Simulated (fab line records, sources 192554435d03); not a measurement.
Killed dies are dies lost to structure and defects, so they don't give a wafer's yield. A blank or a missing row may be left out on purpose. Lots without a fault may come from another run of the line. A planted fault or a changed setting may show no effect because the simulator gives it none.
Chamber matching | flow n5_finfet | N5_BEOL_M7_STRIP_67 on rie_diel-02: 4 sister chambers
The step strips in CF4. 18 wafers are shown with their chamber, then 9 later ones without.

WAFERS WITH THEIR CHAMBER
wafer  | chamber | showerhead_plenum_p_Torr (Torr) | drypump_motor_current_A (A) | throttle_valve_pct (%)
L074.2 | 1       | 1.86                            | 6.2                         | 13.69
L074.3 | 3       | 1.71                            | 5.9                         | 13.71
L074.4 | 1       | 1.86                            | 6.2                         | 13.68
L075.1 | 3       | 1.71                            | 5.9                         | 13.71
L075.3 | 0       | 1.80                            | 5.7                         | 13.59
L075.5 | 3       | 1.71                            | 5.9                         | 13.72
L080.2 | 3       | 1.71                            | 5.9                         | 13.74
L080.4 | 2       | 1.78                            | 5.0                         | 13.56
L080.5 | 3       | 1.71                            | 5.9                         | 13.74
L079.1 | 1       | 1.85                            | 6.2                         | 13.71
L079.4 | 2       | 1.78                            | 4.9                         | 13.57
L079.6 | 1       | 1.85                            | 6.1                         | 13.72
L083.2 | 1       | 1.85                            | 6.2                         | 13.72
L083.5 | 0       | 1.80                            | 5.7                         | 13.63
L083.6 | 3       | 1.71                            | 5.9                         | 13.77
L085.1 | 3       | 1.70                            | 5.9                         | 13.77
L085.2 | 0       | 1.80                            | 5.7                         | 13.66
L085.5 | 3       | 1.70                            | 5.9                         | 13.76

SIGNATURES (means of the wafers above)
reading                  | chamber 0 | chamber 1 | chamber 2 | chamber 3 | scatter within a chamber
showerhead_plenum_p_Torr | 1.8000    | 1.8540    | 1.7800    | 1.7075    | 0.00439
drypump_motor_current_A  | 5.700     | 6.180     | 4.950     | 5.900     | 0.0305
throttle_valve_pct       | 13.6267   | 13.7040   | 13.5650   | 13.7400   | 0.0243
Rule: a wafer's distance from a chamber is the root of the sum, over the readings, of the square of ((its reading less the chamber's mean) divided by the reading's scatter). The wafer belongs to the nearest chamber; if the next one is less than 2 further off, it can't be placed. The scatter: the root of (the sum of the squares of (reading less its chamber's mean) over the shown wafers, divided by (wafers less chambers)).

WAFERS WITHOUT THEIR CHAMBER
wafer  | showerhead_plenum_p_Torr (Torr) | drypump_motor_current_A (A) | throttle_valve_pct (%)
L089.2 | 1.80                            | 5.8                         | 13.68
L089.3 | 1.70                            | 5.9                         | 13.77
L089.6 | 1.85                            | 6.2                         | 13.76
L091.2 | 1.77                            | 4.9                         | 13.62
L091.4 | 1.85                            | 6.2                         | 13.75
L091.5 | 1.85                            | 6.2                         | 13.75
L097.2 | 1.85                            | 6.2                         | 13.77
L097.3 | 1.79                            | 5.7                         | 13.69
L097.6 | 1.77                            | 4.9                         | 13.62

WHICH CHAMBER EACH WENT THROUGH
wafer  | from the rows above | in truth
L089.2 | 0                   | 0
L089.3 | 3                   | 3
L089.6 | 1                   | 1
L091.2 | 2                   | 2
L091.4 | 1                   | 1
L091.5 | 1                   | 1
L097.2 | 1                   | 1
L097.3 | 0                   | 0
L097.6 | 2                   | 2
Placed correctly: 9 of 9. Can't be placed from these rows: 0. Placed wrongly: 0.
